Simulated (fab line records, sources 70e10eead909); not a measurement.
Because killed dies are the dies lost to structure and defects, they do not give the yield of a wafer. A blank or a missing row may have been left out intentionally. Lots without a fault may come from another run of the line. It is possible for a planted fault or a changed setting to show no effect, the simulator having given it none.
fab line records | flow nand_harc
[record] lots = 11 | wafers = 33 | last_day = 34
route steps=1302 shown A_STAIRCASE@807 END@1302
lots untouched by any fault: they come from a run of this same line in which no faults occurred
start_h: hours from the record's first day to the start of the lot's first wafer shown | wait_h: hours from the lot's prior step to this one | " the same as in the row above | L1.1+2: a row that stands for several wafers | - no value, or no start was given | * or withheld: withheld | < > ~ a bound
route shown NAME@n: names a module that has steps shown in the file, with the first one's number in the route | usual: mean and standard deviation over wafers with no fault | same: alike in all rows | chamber/n: place in a boat | sites: per-site readings | _std_site: the standard deviation of these | _edge_site: outer sites' mean less inner sites' | radius_mm: how far each site lies from the wafer's centre | mask NAME#n: copy n | behind: the last tool/chamber to shape the wafer | hold: reason for holding the lot/hours on hold/outcome of the hold | device: which transistor (n, p or np) failed to switch | end of line: tests of these same wafers at the route's end | a step given without rows: its recipe and nothing more | killed: not the wafer's yield, but the dies lost to structure and defects at the first sort | map: a wafer's dies, x killed, . not, _ none there
set.NAME: the setting as run; set.NAME@STEP: as run at that earlier step | model.NAME: the simulator's own value behind a step, which no gauge read
route steps across a sampled set of lots; one table per step, one row per wafer
services: a tool's chamber out of use, with start hour (start_h, from the record's first day; less than 0 if before it), hours out, and reason
[[steps]]
[step NHARC_A_STAIRCASE_DESCUM_291]
[recipe] time_s = 3 | o2_flow_sccm = 200 | ar_flow_sccm = 0 | bias_power_w = 0 | chemistry = O2
[usual] drypump_motor_current_A = 5.6/0.41 | oes_product_au = 1.005/0.0087 | rf_vpp_V = 57.7/0.79 | showerhead_plenum_p_Torr = 1.92/0.09 | throttle_valve_pct = 11.312/0.009
lot.wafer | tool        | chamber | start_h | wait_h | drypump_motor_current_A | oes_product_au | rf_hours_counter_h | rf_vpp_V | showerhead_plenum_p_Torr | throttle_valve_pct
L149.3    | rie_diel-05 | 0       | 384.51  | -      | 5.5                     | 1.006          | 44                 | 57.7     | 2.06                     | 11.318
L149.5    | "           | 2       | "       | "      | 6.5                     | 0.992          | -                  | 57.2     | 1.78                     | 11.307
L149.6    | "           | 3       | "       | "      | 5.2                     | 1.010          | -                  | 57.7     | 1.97                     | 11.316
L150.1    | rie_diel-05 | 1       | 394.87  | -      | 5.3                     | 1.008          | 52                 | 56.3     | 1.82                     | 11.312
L150.2    | "           | 2       | "       | "      | 6.5                     | 0.978          | 56                 | 57.4     | 1.78                     | 11.314
L150.5    | "           | 2       | "       | "      | 6.5                     | 0.986          | -                  | 58.5     | 1.78                     | 11.290
L154.1    | rie_diel-01 | 2       | 440.13  | -      | 5.9                     | 1.014          | 16                 | 57.8     | 2.04                     | 11.297
L154.5    | "           | 1       | "       | "      | 6.2                     | 1.007          | -                  | 58.0     | 2.04                     | 11.317
L154.6    | "           | 2       | "       | "      | 5.9                     | 1.018          | -                  | 59.1     | 2.04                     | 11.300
L155.3    | rie_diel-01 | 3       | 442.69  | -      | 5.1                     | 1.014          | 19                 | 57.6     | 1.89                     | 11.319
L155.2    | "           | 0       | "       | "      | 5.4                     | 1.012          | 19                 | 58.3     | 1.92                     | 11.300
L155.5    | "           | 1       | "       | "      | 6.1                     | 1.003          | -                  | 57.3     | 2.04                     | 11.318
L159.2    | rie_diel-01 | 0       | 478.47  | -      | 5.3                     | 1.006          | 32                 | 57.4     | 1.92                     | 11.321
L159.1    | "           | 1       | "       | "      | 6.2                     | 0.989          | 26                 | 57.2     | 2.03                     | 11.313
L159.6    | "           | 0       | "       | "      | 5.4                     | 1.008          | -                  | 57.8     | 1.92                     | 11.317
L158.2    | rie_diel-05 | 2       | 480.74  | -      | 6.4                     | 0.997          | 24                 | 58.3     | 1.77                     | 11.302
L158.1    | "           | 3       | "       | "      | 5.2                     | 1.003          | 18                 | 58.1     | 1.96                     | 11.315
L158.3    | "           | 0       | "       | "      | 5.6                     | 1.003          | 16                 | 56.8     | 2.05                     | 11.313
L169.1    | rie_diel-05 | 0       | 581.34  | -      | 5.6                     | 1.000          | 48                 | 58.9     | 2.04                     | 11.303
L169.4    | "           | 1       | "       | "      | 5.3                     | 0.998          | 52                 | 57.8     | 1.80                     | 11.314
L169.5    | "           | 0       | "       | "      | 5.5                     | 1.012          | -                  | 58.1     | 2.04                     | 11.308
L170.2    | rie_diel-01 | 1       | 581.79  | -      | 6.2                     | 1.006          | 7                  | 57.6     | 2.02                     | 11.323
L170.6    | "           | 3       | "       | "      | 5.1                     | 1.000          | -                  | 58.3     | 1.88                     | 11.312
L170.5    | "           | 0       | "       | "      | 5.4                     | 0.997          | -                  | 56.4     | 1.91                     | 11.313
L168.1    | rie_diel-13 | 2       | 583.93  | -      | 5.6                     | 1.007          | 22                 | 57.8     | 1.87                     | 11.315
L168.4    | "           | 3       | "       | "      | 5.7                     | 1.013          | 26                 | 57.0     | 1.86                     | 11.317
L168.6    | "           | 1       | "       | "      | 5.5                     | 1.007          | -                  | 57.5     | 1.83                     | 11.312
L171.3    | rie_diel-13 | 1       | 600.21  | -      | 5.5                     | 1.005          | 27                 | 57.4     | 1.83                     | 11.305
L171.1    | "           | 3       | "       | "      | 5.7                     | 1.003          | 31                 | 57.1     | 1.86                     | 11.317
L171.4    | "           | 0       | "       | "      | 5.3                     | 0.996          | 31                 | 58.3     | 1.77                     | 11.304
L172.1    | rie_diel-05 | 3       | 619.42  | -      | 5.2                     | 1.010          | 7                  | 58.9     | 1.95                     | 11.307
L172.2    | "           | 1       | "       | "      | 5.3                     | 1.010          | 9                  | 57.5     | 1.80                     | 11.295
L172.5    | "           | 2       | "       | "      | 6.5                     | 0.997          | -                  | 59.7     | 2.07                     | 11.305
[step NHARC_A_STAIRCASE_HM_OPEN_460]
[recipe] o2_flow_sccm = 400 | cos_flow_sccm = 20 | ar_flow_sccm = 0 | rf_w = 500 | bias_w = 300 | chemistry = O2/COS
[usual] bias_w = 300.2/0.82 | drypump_motor_current_A = 5.6/0.4 | oes_product_au = 1.005/0.0093 | rf_vpp_V = 467/3 | showerhead_plenum_p_Torr = 3.12/0.14 | throttle_valve_pct = 28.330/0.0088
lot.wafer | tool        | chamber | start_h | wait_h | bias_w | drypump_motor_current_A | oes_product_au | rf_hours_counter_h | rf_vpp_V | showerhead_plenum_p_Torr | throttle_valve_pct
L149.3    | rie_diel-05 | 1       | -       | -      | 299.8  | 5.3                     | 1.011          | 48                 | 463      | 2.98                     | 28.333
L149.6    | "           | 2       | "       | "      | 300.7  | 6.5                     | 0.983          | -                  | 463      | 2.92                     | 28.334
L149.5    | "           | 3       | "       | "      | 300.8  | 5.2                     | 1.008          | -                  | 470      | 3.21                     | 28.316
L150.2    | rie_diel-05 | 1       | -       | -      | 299.0  | 5.3                     | 1.007          | 52                 | 464      | 2.98                     | 28.316
L150.1    | "           | 0       | "       | "      | 298.9  | 5.6                     | 1.010          | 47                 | 471      | 3.35                     | 28.345
L150.5    | "           | 2       | "       | "      | 300.2  | 6.5                     | 0.995          | -                  | 464      | 2.92                     | 28.345
L154.1    | rie_diel-01 | 0       | -       | -      | 300.4  | 5.4                     | 1.000          | 18                 | 468      | 3.13                     | 28.327
L154.6    | "           | 0       | "       | "      | 300.4  | 5.4                     | 1.001          | -                  | 466      | 3.13                     | 28.341
L154.5    | "           | 1       | "       | "      | 299.3  | 6.2                     | 0.984          | -                  | 471      | 3.31                     | 28.343
L155.2    | rie_diel-01 | 0       | -       | -      | 300.4  | 5.4                     | 1.006          | 21                 | 467      | 3.13                     | 28.329
L155.3    | "           | 2       | "       | "      | 301.5  | 6.0                     | 1.007          | 21                 | 471      | 3.31                     | 28.340
L155.5    | "           | 3       | "       | "      | 301.7  | 5.1                     | 1.003          | -                  | 466      | 3.08                     | 28.342
L159.2    | rie_diel-01 | 0       | -       | -      | 299.5  | 5.4                     | 1.008          | 32                 | 468      | 3.13                     | 28.324
L159.1    | "           | 1       | "       | "      | 300.2  | 6.2                     | 1.003          | 26                 | 471      | 3.30                     | 28.330
L159.6    | "           | 0       | "       | "      | 300.0  | 5.4                     | 1.016          | -                  | 468      | 3.13                     | 28.339
L158.2    | rie_diel-05 | 2       | -       | -      | 301.9  | 6.5                     | 0.985          | 24                 | 462      | 2.90                     | 28.333
L158.3    | "           | 3       | "       | "      | 300.6  | 5.2                     | 1.011          | 18                 | 470      | 3.20                     | 28.328
L158.1    | "           | 1       | "       | "      | 299.8  | 5.3                     | 0.990          | 22                 | 464      | 2.96                     | 28.329
L169.4    | rie_diel-05 | 0       | -       | -      | 300.2  | 5.6                     | 1.012          | 48                 | 473      | 3.32                     | 28.341
L169.1    | "           | 1       | "       | "      | 299.3  | 5.3                     | 1.002          | 52                 | 464      | 2.95                     | 28.332
L169.5    | "           | 1       | "       | "      | 299.9  | 5.3                     | 1.004          | -                  | 463      | 2.95                     | 28.317
L170.2    | rie_diel-01 | 2       | -       | -      | 300.2  | 6.0                     | 0.993          | 6                  | 472      | 3.29                     | 28.319
L170.5    | "           | 3       | "       | "      | 300.7  | 5.1                     | 0.989          | -                  | 465      | 3.06                     | 28.324
L170.6    | "           | 0       | "       | "      | 299.1  | 5.4                     | 0.994          | -                  | 467      | 3.11                     | 28.330
L168.1    | rie_diel-13 | 0       | -       | -      | 300.8  | 5.3                     | 1.011          | 26                 | 462      | 2.91                     | 28.336
L168.4    | "           | 2       | "       | "      | 299.6  | 5.6                     | 1.017          | 22                 | 465      | 3.05                     | 28.322
L168.6    | "           | 0       | "       | "      | 300.5  | 5.3                     | 1.004          | -                  | 463      | 2.91                     | 28.338
L171.4    | rie_diel-13 | 3       | -       | -      | 300.6  | 5.7                     | 1.010          | 31                 | 465      | 3.03                     | 28.326
L171.1    | "           | 1       | "       | "      | 300.6  | 5.5                     | 1.008          | 27                 | 466      | 2.99                     | 28.339
L171.3    | "           | 2       | "       | "      | 300.4  | 5.6                     | 1.002          | 28                 | 464      | 3.05                     | 28.340
L172.1    | rie_diel-05 | 2       | -       | -      | 300.2  | 6.5                     | 0.998          | 9                  | 473      | 3.37                     | 28.329
L172.2    | "           | 3       | "       | "      | 301.5  | 5.2                     | 1.013          | 7                  | 469      | 3.18                     | 28.330
L172.5    | "           | 0       | "       | "      | 299.8  | 5.6                     | 1.011          | -                  | 471      | 3.32                     | 28.329
[step NHARC_A_STAIRCASE_ETCH_294]
[recipe] target_depth_a = 49890 | time_s = 1211.6 | ion_energy_ev = 800 | c4f8_flow_sccm = 80 | o2_flow_sccm = 60 | ar_flow_sccm = withheld | rf_w = 600 | bias_w = 3000 | chemistry = C4F8/O2/Ar
[usual] bias_w = 3000/9.2 | oes_product_au = 0.937/0.0081 | rf_vpp_V = 1827/11
lot.wafer | tool        | chamber | start_h | wait_h | bias_w | oes_product_au | rf_hours_counter_h | rf_vpp_V
L149.3    | rie_diel-05 | 1       | -       | -      | 3001   | 0.941          | 49                 | 1814
L149.6    | "           | 0       | "       | "      | 3007   | 0.938          | -                  | 1845
L149.5    | "           | 1       | "       | "      | 3001   | 0.934          | -                  | 1814
L150.1    | rie_diel-05 | 3       | -       | -      | 3012   | 0.942          | 54                 | 1834
L150.2    | "           | 1       | "       | "      | 2992   | 0.935          | 53                 | 1815
L150.5    | "           | 3       | "       | "      | 3011   | 0.947          | -                  | 1833
L154.1    | rie_diel-01 | 1       | -       | -      | 3011   | 0.932          | 12                 | 1842
L154.5    | "           | 0       | "       | "      | 3001   | 0.930          | -                  | 1828
L154.6    | "           | 1       | "       | "      | 2994   | 0.922          | -                  | 1842
L155.2    | rie_diel-01 | 3       | -       | -      | 3014   | 0.942          | 24                 | 1824
L155.3    | "           | 2       | "       | "      | 2988   | 0.939          | 21                 | 1842
L155.5    | "           | 0       | "       | "      | 2986   | 0.947          | -                  | 1827
L159.1    | rie_diel-01 | 2       | -       | -      | 3001   | 0.937          | 31                 | 1842
L159.2    | "           | 0       | "       | "      | 2994   | 0.932          | 32                 | 1828
L159.6    | "           | 2       | "       | "      | 3007   | 0.943          | -                  | 1842
L158.2    | rie_diel-05 | 3       | -       | -      | 3011   | 0.945          | 18                 | 1833
L158.3    | "           | 0       | "       | "      | 2998   | 0.935          | 16                 | 1845
L158.1    | "           | 1       | "       | "      | 3004   | 0.934          | 23                 | 1813
L169.1    | rie_diel-05 | 0       | -       | -      | 3003   | 0.948          | 49                 | 1843
L169.4    | "           | 2       | "       | "      | 2996   | 0.952          | 55                 | 1806
L169.5    | "           | 1       | "       | "      | 3005   | 0.947          | -                  | 1812
L170.2    | rie_diel-01 | 2       | -       | -      | 2993   | 0.941          | 6                  | 1840
L170.6    | "           | 0       | "       | "      | 3004   | 0.919          | -                  | 1827
L170.5    | "           | 1       | "       | "      | 3001   | 0.938          | -                  | 1840
L168.1    | rie_diel-13 | 3       | -       | -      | 2991   | 0.944          | 26                 | 1820
L168.4    | "           | 0       | "       | "      | 3014   | 0.936          | 26                 | 1809
L168.6    | "           | 3       | "       | "      | 2982   | 0.943          | -                  | 1820
L171.1    | rie_diel-13 | 3       | -       | -      | 3014   | 0.935          | 31                 | 1821
L171.4    | "           | 1       | "       | "      | 2999   | 0.939          | 28                 | 1817
L171.3    | "           | 2       | "       | "      | 3004   | 0.940          | 28                 | 1820
L172.2    | rie_diel-05 | 3       | -       | -      | 2997   | 0.943          | 7                  | 1833
L172.1    | "           | 0       | "       | "      | 2992   | 0.940          | 8                  | 1843
L172.5    | "           | 0       | "       | "      | 2997   | 0.926          | -                  | 1843
[step NHARC_A_STAIRCASE_ALD_415]
[recipe] target_thk_a = 300 | pulse_time_s = 6 | ald_cycles = 300 | temp_c = 300 | material = SiO2
[usual] ald_cycles = 300/0 | heater_power_w = 477/77 | precursor_pulse_height_rel = 1.000/0.019 | susceptor_temp_C = 300.00/0.18
lot.wafer | tool      | chamber | start_h | wait_h | ald_cycles | heater_power_w | precursor_pulse_height_rel | susceptor_temp_C
L149.3    | ald_hk-02 | 2       | 398.69  | 0.3    | 300        | 436            | 1.015                      | 300.14
L149.6    | "         | 1       | "       | "      | 300        | 439            | 0.980                      | 300.04
L149.5    | "         | 2       | "       | "      | 300        | 446            | 1.003                      | 300.29
L150.2    | ald_hk-03 | 3       | 403.40  | 0.1    | 300        | 450            | 1.005                      | 300.11
L150.1    | "         | 1       | "       | "      | 300        | 437            | 1.050                      | 299.90
L150.5    | "         | 0       | "       | "      | 300        | 413            | 0.986                      | 299.99
L154.1    | ald_hk-03 | 1       | 448.31  | 0.8    | 300        | 446            | 1.011                      | 299.87
L154.5    | "         | 2       | "       | "      | 300        | 677            | 0.965                      | 299.77
L154.6    | "         | 3       | "       | "      | 300        | 457            | 0.989                      | 300.19
L155.2    | ald_hk-03 | 3       | 453.44  | 0.4    | 300        | 459            | 0.980                      | 299.73
L155.3    | "         | 2       | "       | "      | 300        | 670            | 0.996                      | 300.20
L155.5    | "         | 3       | "       | "      | 300        | 455            | 1.020                      | 299.75
L159.2    | ald_hk-03 | 1       | 490.63  | 0.7    | 300        | 440            | 1.028                      | 299.84
L159.1    | "         | 2       | "       | "      | 300        | 676            | 0.988                      | 299.68
L159.6    | "         | 0       | "       | "      | 355        | 417            | 1.000                      | 300.29
L158.3    | ald_hk-03 | 2       | 492.24  | 0.3    | 355        | 672            | 1.003                      | 299.97
L158.2    | "         | 3       | "       | "      | 300        | 460            | 0.998                      | 300.07
L158.1    | "         | 0       | "       | "      | 300        | 405            | 1.001                      | 300.05
L169.1    | ald_hk-01 | 3       | 588.63  | 0.3    | 300        | 426            | 0.994                      | 300.28
L169.4    | "         | 1       | "       | "      | 300        | 457            | 1.030                      | 300.03
L169.5    | "         | 3       | "       | "      | 300        | 417            | 1.010                      | 300.05
L170.2    | ald_hk-03 | 0       | 590.43  | 1.1    | 300        | 396            | 0.982                      | 300.08
L170.5    | "         | 1       | "       | "      | 300        | 448            | 1.003                      | 300.10
L170.6    | "         | 2       | "       | "      | 300        | 655            | 0.984                      | 299.81
L168.4    | ald_hk-03 | 2       | 595.18  | 0.1    | 300        | 650            | 1.008                      | 299.84
L168.1    | "         | 0       | "       | "      | 300        | 396            | 1.015                      | 299.49
L168.6    | "         | 3       | "       | "      | 300        | 472            | 1.026                      | 300.14
L171.3    | ald_hk-01 | 1       | 607.68  | 0.1    | 300        | 453            | 0.981                      | 299.78
L171.4    | "         | 2       | "       | "      | 300        | 583            | 0.984                      | 299.90
L171.1    | "         | 0       | "       | "      | 300        | 434            | 0.978                      | 300.13
L172.2    | ald_hk-02 | 0       | 626.79  | 0.1    | 300        | 520            | 0.992                      | 299.89
L172.1    | "         | 1       | "       | "      | 300        | 445            | 1.005                      | 299.84
L172.5    | "         | 0       | "       | "      | 300        | 501            | 0.983                      | 300.27
[step NHARC_END_SORT_01]
[recipe] temp_c = 25
[usual] killed_at_array = 59/24 | killed_at_other = 0.7/1.2 | killed_at_periphery = 3.5/2.6 | killed_dies = 63/24 | killed_open = 3.2/2.1 | killed_short = 2.4/1.5
[same] gross_dies = 677
lot.wafer | tool      | chamber | start_h | wait_h | hold                     | killed_at_array | killed_at_other | killed_at_periphery | killed_dies | killed_open | killed_short
L159.1    | prober-01 | 0       | 660.84  | 2.5    | await_dispo/2.0h/release | 39              | 1               | 2                   | 42          | 1           | 3
L159.2    | prober-01 | 0       | 661.64  | 2.8    | await_dispo/2.0h/release | 27              | 0               | 6                   | 33          | 4           | 1
L159.6    | prober-01 | 0       | 664.87  | 4.0    | await_dispo/2.0h/release | 118             | 1               | 8                   | 127         | 7           | 1
L158.1    | prober-01 | 0       | 668.67  | 2.5    | await_dispo/1.3h/release | 60              | 3               | 3                   | 66          | 1           | 2
L158.2    | prober-01 | 0       | 669.48  | 2.8    | await_dispo/1.3h/release | 63              | 0               | 1                   | 64          | 4           | 1
L158.3    | prober-01 | 0       | 670.29  | 3.1    | await_dispo/1.3h/release | 128             | 0               | 3                   | 131         | 3           | 1
// killed by level:class
L159.1 A_CHANNEL_HOLE_D2:chamber_film_flake=18 A_CHANNEL_HOLE_D1:chamber_film_flake=6 A_SLIT:chamber_film_flake=5 A_CONTACT:chamber_film_flake=2 A_CHANNEL_FILL_D1:chamber_film_flake=2 A_STAIRCASE:chamber_film_flake=2 A_DECK1_JOINT:geometric_particle:short=1 A_ONON_D2:geometric_particle:short=1
L159.2 A_CHANNEL_HOLE_D2:chamber_film_flake=12 P_STI:chamber_film_flake=5 A_CHANNEL_HOLE_D1:chamber_film_flake=5 A_CHANNEL_FILL_D2:chamber_film_flake=2 A_CHANNEL_FILL_D1:geometric_particle:open=1 A_CHANNEL_HOLE_D2:geometric_particle:open=1 A_CHANNEL_FILL_D2:geometric_particle:short=1 A_CHANNEL_FILL_D2:geometric_particle:open=1
L159.6 A_STAIRCASE:area_ald=84 A_CHANNEL_HOLE_D2:chamber_film_flake=17 A_CHANNEL_HOLE_D1:chamber_film_flake=4 P_STI:chamber_film_flake=3 A_CONTACT:chamber_film_flake=3 P_M1:geometric_particle:open=2 A_CHANNEL_FILL_D1:geometric_particle:open=2 A_SLIT:chamber_film_flake=2
L158.1 A_CHANNEL_HOLE_D1:chamber_film_flake=28 A_CHANNEL_HOLE_D2:chamber_film_flake=17 A_CONTACT:chamber_film_flake=5 A_STAIRCASE:chamber_film_flake=3 THIN_TSV:chamber_film_flake=3 A_WL_FILL:chamber_film_flake=2 A_DECK1_JOINT:geometric_particle:open=1 A_CHANNEL_FILL_D2:geometric_particle:short=1
L158.2 A_CHANNEL_HOLE_D1:chamber_film_flake=37 A_CHANNEL_HOLE_D2:chamber_film_flake=14 A_CONTACT:chamber_film_flake=6 A_ONON_D2:geometric_particle:open=2 A_CHANNEL_FILL_D1:geometric_particle:open=1 A_CHANNEL_FILL_D1:geometric_particle:short=1 A_SGD_CUT:geometric_particle:open=1 P_BONDPAD:chamber_film_flake=1
L158.3 A_STAIRCASE:area_ald=68 A_CHANNEL_HOLE_D1:chamber_film_flake=39 A_CHANNEL_HOLE_D2:chamber_film_flake=14 A_CONTACT:chamber_film_flake=3 P_M0:geometric_particle:open=2 A_STAIRCASE:chamber_film_flake=2 A_CHANNEL_HOLE_D1:geometric_particle:open=1 A_BLC:geometric_particle:short=1
[[services]]
tool        | chamber | start_h | hours | kind
rie_diel-05 | 0       | 362.04  | -     | clean
rie_diel-05 | 1       | 362.04  | -     | clean
rie_diel-05 | 2       | 362.04  | -     | clean
rie_diel-13 | -       | 362.98  | 1.1   | repair
rie_diel-01 | 1       | 370.55  | 30.6  | repair
rie_diel-01 | -       | 380.95  | 9.0   | pm
ald_hk-03   | -       | 392.64  | 10.0  | pm
rie_diel-05 | -       | 406.63  | 9.0   | pm
ald_hk-02   | -       | 420.39  | 1.9   | repair
rie_diel-01 | -       | 431.97  | 0.4   | repair
rie_diel-13 | 2       | 445.07  | 16.4  | repair
rie_diel-01 | 3       | 452.02  | 15.6  | repair
ald_hk-01   | -       | 471.15  | 0.5   | repair
ald_hk-01   | -       | 474.99  | 10.0  | pm
rie_diel-13 | 0       | 499.96  | 6.0   | repair
rie_diel-05 | 3       | 519.22  | 5.4   | repair
rie_diel-13 | -       | 520.19  | 9.0   | pm
ald_hk-02   | -       | 528.30  | 10.0  | pm
rie_diel-01 | -       | 557.95  | 9.0   | pm
ald_hk-03   | -       | 570.64  | 10.0  | pm
ald_hk-02   | -       | 581.42  | 4.4   | repair
rie_diel-05 | -       | 583.68  | 9.0   | pm
rie_diel-01 | 3       | 587.32  | 13.6  | repair
rie_diel-01 | 1       | 607.46  | 7.0   | repair
[[key]]
[first_sign] step = NHARC_A_STAIRCASE_ALD_415 | reading = ald_cycles | direction = up | sigmas = 99+ | usual = 300 | struck = 355
[effect] step = NHARC_END_SORT_01 | reading = killed_dies | direction = up | sigmas = 2.8 | usual = 63 | struck = 129
[more_kills_born_at] NHARC_A_STAIRCASE_ALD_415@ald_hk-03 = 152
met_at NHARC_A_STAIRCASE_ALD_415
struck_lots L158,L159
struck_wafers L158.3,L159.6
tester_left_out L158,L159
not_acting_at NHARC_A_STAIRCASE_DESCUM_291,NHARC_A_STAIRCASE_HM_OPEN_460,NHARC_A_STAIRCASE_ETCH_294
[fault] kind = process_parameter_drift | tool = ald_hk-03 | chamber = - | onset_h = 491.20 | steps = NHARC_A_STAIRCASE_ALD_415 | channel = ald_cycles | offset = 55 | shape = step | end_h = 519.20 | scope = struck_wafers_only | acts_in = these_recipes_only | stated = 300
// tester_left_out: of these lots the tester's yield and bins aren't shown, on N5 and GAA mostly nor the transistor test; their killed dies are dies lost to structure and defects alone, not to doping, threshold or leakage, so they don't give the yield
